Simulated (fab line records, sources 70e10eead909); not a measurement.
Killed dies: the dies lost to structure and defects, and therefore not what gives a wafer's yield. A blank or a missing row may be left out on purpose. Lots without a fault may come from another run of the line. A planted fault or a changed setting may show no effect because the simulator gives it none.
Code-filled problem report in 8D (eight disciplines) form | flow nand harc | the parts of the form that need people (team, actions taken, sign-off) are left out

## 1. PROBLEM STATEMENT
Mean of spike tc upper C at NHARC_THIN_TSV_ANNEAL_58: 425.0 C across 5 wafers in 2 lots; on wafers with no fault it is 400.0 C (standard deviation 1.1). Measured from the usual mean, that is +23 standard deviations.
The step: time 1800 s.
First observed at day 20 12:41: wafer L306.2, on furnace-01. The record has a number at this step for 35 wafers belonging to 12 lots. The rule behind "out" and "out of limits": a value lying over 4 standard deviations away from the usual mean. The other wafers with a number count as sound.

## 2. WHAT IT IS; WHAT IT IS NOT
question                    | is                                                                                       | is not
which readings at this step | spike tc upper C, spike tc bottom C, spike tc centre C, spike tc lower C, spike tc top C | -
which lots                  | L306, L307                                                                               | L299, L300, L302, L303, L304, L314, L317, L320, L321, L322
which wafers of those lots  | all that have a number                                                                   | -
read on which tools         | furnace-01                                                                               | furnace-05, furnace-07
when                        | from day 20 12:41                                                                        | up to then (15 sound wafers); but 15 sound wafers of L314, L317, L320, L321, L322 came after

## 3. THE SUSPECTS, EACH WITH WHAT RULES IT OUT
Counting: a tool stays on the suspect list if, at a process step up to the reading, it processed all lots that are out and no sound lot following the first of them.
- rie diel-07 at NHARC_HYBRID_BOND_ACTIVATE_00 (chemistry N2, time 60 s): kept. It processed each lot that is out, first L306 at day 19 10:13, and no sound lot thereafter; up to then, the last sound lot it processed was L304 at day 19 09:37.
- cmp-02 at NHARC_THIN_TSV_CMP_21 (polishes, t overpolish 30 s, target thk 2000 nm): ruled out as a lasting fault. The sound lots L314 went through it after L306, its earliest lot that is out (day 20 06:49).
- furnace-01 at NHARC_THIN_TSV_ANNEAL_58 (time 1800 s): ruled out as a lasting fault. The sound lots L320, L322 went through it after L306, its earliest lot that is out (day 20 12:41).
The count leaves rie diel-07 at NHARC_HYBRID_BOND_ACTIVATE_00.

## 4. THE CAUSE (what the simulator had put in)
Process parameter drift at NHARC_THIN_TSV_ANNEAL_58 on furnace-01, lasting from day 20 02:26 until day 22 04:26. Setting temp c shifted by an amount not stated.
Counting ruled it out, wrongly.

## 5. THE EFFECT CHAIN, in route order
Each row: a reading where the mean over the struck wafers with a number is more than 3 standard deviations away from the usual. Scope: only readings with a usual standard deviation given in the record; hours: median across lots of the time from each lot's start at the first step in this table that gives one to its start at this step; sigmas: change in usual standard deviations.
hours | step                     | reading           | usual   | on struck wafers | change | sigmas
0     | NHARC_THIN_TSV_ANNEAL_58 | spike tc bottom C | 425.2 C | 450.5            | +25.3  | +23
0     | NHARC_THIN_TSV_ANNEAL_58 | spike tc centre C | 402.0 C | 426.5            | +24.5  | +20
0     | NHARC_THIN_TSV_ANNEAL_58 | spike tc lower C  | 400.3 C | 425.3            | +25.0  | +14
0     | NHARC_THIN_TSV_ANNEAL_58 | spike tc top C    | 427.3 C | 452.1            | +24.8  | +23
0     | NHARC_THIN_TSV_ANNEAL_58 | spike tc upper C  | 400.0 C | 425.0            | +25.0  | +23
Here are the process steps it includes:
- NHARC_THIN_TSV_ANNEAL_58: time 1800 s.

## 6. WHAT WOULD HAVE CAUGHT IT SOONER
In this record no reading fell out of limits until day 20 12:41, 10 hours after the fault had begun at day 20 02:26.
